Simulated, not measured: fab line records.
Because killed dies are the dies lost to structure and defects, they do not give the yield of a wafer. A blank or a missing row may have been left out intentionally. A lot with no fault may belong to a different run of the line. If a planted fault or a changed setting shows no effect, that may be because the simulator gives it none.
Split-lot study + flow n5 finfet + 7 lots, 39 wafers read, on a route of 1938 steps

## THE SPLIT
At N5_MOL_CONTACT_COAG_ETCH_67 (etches SOC in N2/H2, target depth 60 nm, overetch 21 nm, time 101.2 s), the setting source w was moved away from the recipe's 840 W on 18 of the 39 wafers read, by -17.2% to +9.6%. The other wafers ran this setting at the recipe's value.

The split's own step is where the reading is taken.

## THE READING
rf vpp V, in V, at N5_MOL_CONTACT_COAG_ETCH_67 (etches SOC in N2/H2, target depth 60 nm, overetch 21 nm, time 101.2 s). Fault-free wafers of this fab line usually give 525.1 V, standard deviation 2.1 V.

| wafer  | tool, chamber at the split | source w as run, W | against the recipe | rf vpp V, V | against lot-mates on the recipe |
|--------|----------------------------|--------------------|--------------------|-------------|---------------------------------|
| L075.1 | rie diel-04, 3             | 731.8              | -12.9%             | 546.5       | +21.9                           |
| L075.2 | rie diel-04, 1             | 840                | recipe             | 526.9       | -                               |
| L075.3 | rie diel-04, 0             | 840                | recipe             | 523.6       | -                               |
| L075.4 | rie diel-04, 2             | 731.8              | -12.9%             | 553.3       | +28.7                           |
| L075.5 | rie diel-04, 1             | 731.8              | -12.9%             | 550.6       | +26.0                           |
| L075.6 | rie diel-04, 0             | 840                | recipe             | 523.2       | -                               |
| L079.1 | rie diel-04, 3             | 840                | recipe             | 523.2       | -                               |
| L079.2 | rie diel-04, 1             | 840                | recipe             | 524.3       | -                               |
| L079.3 | rie diel-04, 2             | 897.4              | +6.8%              | 513.7       | -10.6                           |
| L079.4 | rie diel-04, 1             | 897.4              | +6.8%              | 515.3       | -9.0                            |
| L079.5 | rie diel-04, 3             | 897.4              | +6.8%              | 511.4       | -12.9                           |
| L079.6 | rie diel-04, 2             | 840                | recipe             | 525.4       | -                               |
| L081.1 | rie diel-06, 1             | 840                | recipe             | 523.8       | -                               |
| L081.3 | rie diel-06, 3             | 840                | recipe             | 522.7       | -                               |
| L081.4 | rie diel-06, 0             | 840                | recipe             | 524.1       | -                               |
| L082.1 | rie diel-05, 1             | 711.6              | -15.3%             | 555.4       | +29.2                           |
| L082.2 | rie diel-05, 3             | 711.6              | -15.3%             | 558.8       | +32.6                           |
| L082.3 | rie diel-05, 0             | 840                | recipe             | 526.4       | -                               |
| L082.4 | rie diel-05, 2             | 711.6              | -15.3%             | 557.5       | +31.3                           |
| L082.5 | rie diel-05, 1             | 840                | recipe             | 524.8       | -                               |
| L082.6 | rie diel-05, 0             | 840                | recipe             | 527.5       | -                               |
| L089.1 | rie diel-05, 0             | 920.3              | +9.6%              | 509.0       | -18.8                           |
| L089.2 | rie diel-05, 2             | 920.3              | +9.6%              | 512.7       | -15.1                           |
| L089.3 | rie diel-05, 3             | 840                | recipe             | 528.7       | -                               |
| L089.4 | rie diel-05, 0             | 840                | recipe             | 526.9       | -                               |
| L089.5 | rie diel-05, 3             | 840                | recipe             | 527.8       | -                               |
| L089.6 | rie diel-05, 2             | 920.3              | +9.6%              | 510.4       | -17.4                           |
| L093.1 | rie diel-06, 1             | 840                | recipe             | 522.9       | -                               |
| L093.2 | rie diel-06, 0             | 695.7              | -17.2%             | 557.3       | +32.7                           |
| L093.3 | rie diel-06, 3             | 840                | recipe             | 523.4       | -                               |
| L093.4 | rie diel-06, 2             | 840                | recipe             | 527.5       | -                               |
| L093.5 | rie diel-06, 2             | 695.7              | -17.2%             | 560.2       | +35.6                           |
| L093.6 | rie diel-06, 1             | 695.7              | -17.2%             | 556.5       | +31.9                           |
| L094.1 | rie diel-05, 2             | 915.3              | +9.0%              | 511.4       | -15.0                           |
| L094.2 | rie diel-05, 3             | 915.3              | +9.0%              | 513.4       | -13.0                           |
| L094.3 | rie diel-05, 0             | 915.3              | +9.0%              | 511.4       | -15.0                           |
| L094.4 | rie diel-05, 1             | 840                | recipe             | 525.0       | -                               |
| L094.5 | rie diel-05, 3             | 840                | recipe             | 528.1       | -                               |
| L094.6 | rie diel-05, 0             | 840                | recipe             | 526.2       | -                               |

THE FIT
A straight line over all 39 wafers: rf vpp V changes by -1.85 V for each +1% of source w; r = -0.99; the points scatter about the line by 2.3 V.
The same after taking each lot's own level away (the mean of its wafers on the recipe; 39 wafers): -1.89 V for each +1%; r = -0.99; scatter 1.8 V.
According to that fit, moving source w by its largest amount changes the reading by 33 V.
Across the lots, their own levels run from 523.53 to 527.80 V, a range of 2.0 times the standard deviation given above.
Consequently the slope shifts little with the lot-to-lot level, the two slopes agreeing.
Check: for one of the wafers moved furthest among these (-17.2%), held out of the fit, the line's prediction against its lot-mates is +33.3 V. Against them it came out at +32.7 V.
Tool readings at the split's step, against how far the setting was moved: rf vpp V r = -0.99.

## THE OTHER SPLITS THESE WAFERS WENT THROUGH
Note: prior to the reading, these wafers also went through further splits. Each is held against what the fit with the lots' levels taken away leaves over:
| other split on the same wafers    | wafers away from the commonest value | r with rf vpp V (lot level and that fit taken away) |
|-----------------------------------|--------------------------------------|-----------------------------------------------------|
| N5_DUMMY_GATE_CVD_03 target thk a | 12                                   | +0.00                                               |
| N5_DUMMY_GATE_ETCH_37 source w    | 9                                    | -0.42                                               |
| N5_SPACER0_ALD_08 target thk a    | 15                                   | +0.06                                               |
| N5_SD_EPI_N_EXPOSE_06 dose mj     | 15                                   | -0.22                                               |
| N5_SD_EPI_N_ETCH_35 source w      | 15                                   | -0.21                                               |

## FILE'S OWN FIT
rf vpp V changes by -1.91 V for each +1% of source w, r = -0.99.
